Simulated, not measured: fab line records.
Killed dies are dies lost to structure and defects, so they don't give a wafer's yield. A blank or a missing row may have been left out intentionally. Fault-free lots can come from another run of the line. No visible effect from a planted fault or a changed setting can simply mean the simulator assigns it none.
Chamber matching -- flow n5-finfet -- rie-diel-02 running N5_BEOL_M5_ETCH_62: 4 sister chambers
The step etches SOC in N2/H2, target depth 75 nm, overetch 15 nm, time 112.5 s. 18 wafers are shown with their chamber, then 9 later ones without.

## EACH WAFER AND ITS CHAMBER
wafer,chamber,showerhead-plenum-p-Torr (Torr),drypump-motor-current-A (A),throttle-valve-pct (%)
L074.3,2,2.43,5.8,18.21
L074.4,3,2.68,5.4,17.53
L074.5,2,2.43,5.9,18.19
L079.2,1,2.52,4.9,18.09
L079.3,3,2.68,5.4,17.53
L079.4,3,2.68,5.4,17.54
L080.2,2,2.42,5.8,18.20
L080.4,1,2.52,4.9,18.11
L080.5,2,2.42,5.9,18.21
L088.1,0,2.43,5.8,17.70
L088.5,3,2.67,5.4,17.58
L088.6,0,2.43,5.8,17.73
L090.2,0,2.43,5.8,17.72
L090.3,3,2.67,5.4,17.57
L090.6,0,2.43,5.8,17.73
L092.3,3,2.67,5.4,17.59
L092.5,2,2.42,5.8,18.26
L092.6,3,2.67,5.4,17.57

SIGNATURES (averages over the wafers above)
reading,chamber 0,chamber 1,chamber 2,chamber 3,scatter within a chamber
showerhead-plenum-p-Torr,2.4300,2.5200,2.4240,2.6743,0.00456
drypump-motor-current-A,5.800,4.900,5.840,5.400,0.0293
throttle-valve-pct,17.7200,18.1000,18.2140,17.5586,0.023
Rule: distance of a wafer from a chamber = root of the sum over the readings of ((wafer's reading minus chamber's mean) / reading's scatter) squared. If the next closest chamber is less than 2 further off than the closest, the wafer can't be placed; otherwise it belongs to the closest. The scatter: the root of (the sum of the squares of (reading less its chamber's mean) over the shown wafers, divided by (wafers less chambers)).

## WAFERS WHOSE CHAMBER IS MISSING
wafer,showerhead-plenum-p-Torr (Torr),drypump-motor-current-A (A),throttle-valve-pct (%)
L093.1,2.42,5.8,17.74
L093.3,2.66,5.4,17.58
L093.6,2.66,5.4,17.58
L095.1,2.51,4.9,18.15
L095.3,2.42,5.8,17.74
L095.6,2.42,5.8,17.75
L097.2,2.73,5.8,17.91
L097.3,2.51,4.8,18.15
L097.6,2.66,5.4,17.61

## THE CHAMBER EACH PASSED THROUGH
wafer,from the rows above,in truth
L093.1,0,0
L093.3,3,3
L093.6,3,3
L095.1,1,1
L095.3,0,0
L095.6,0,0
L097.2,3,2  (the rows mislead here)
L097.3,1,1
L097.6,3,3
Correctly placed: 8 of 9. Can't be placed from these rows: 0. Wrongly placed: 1.
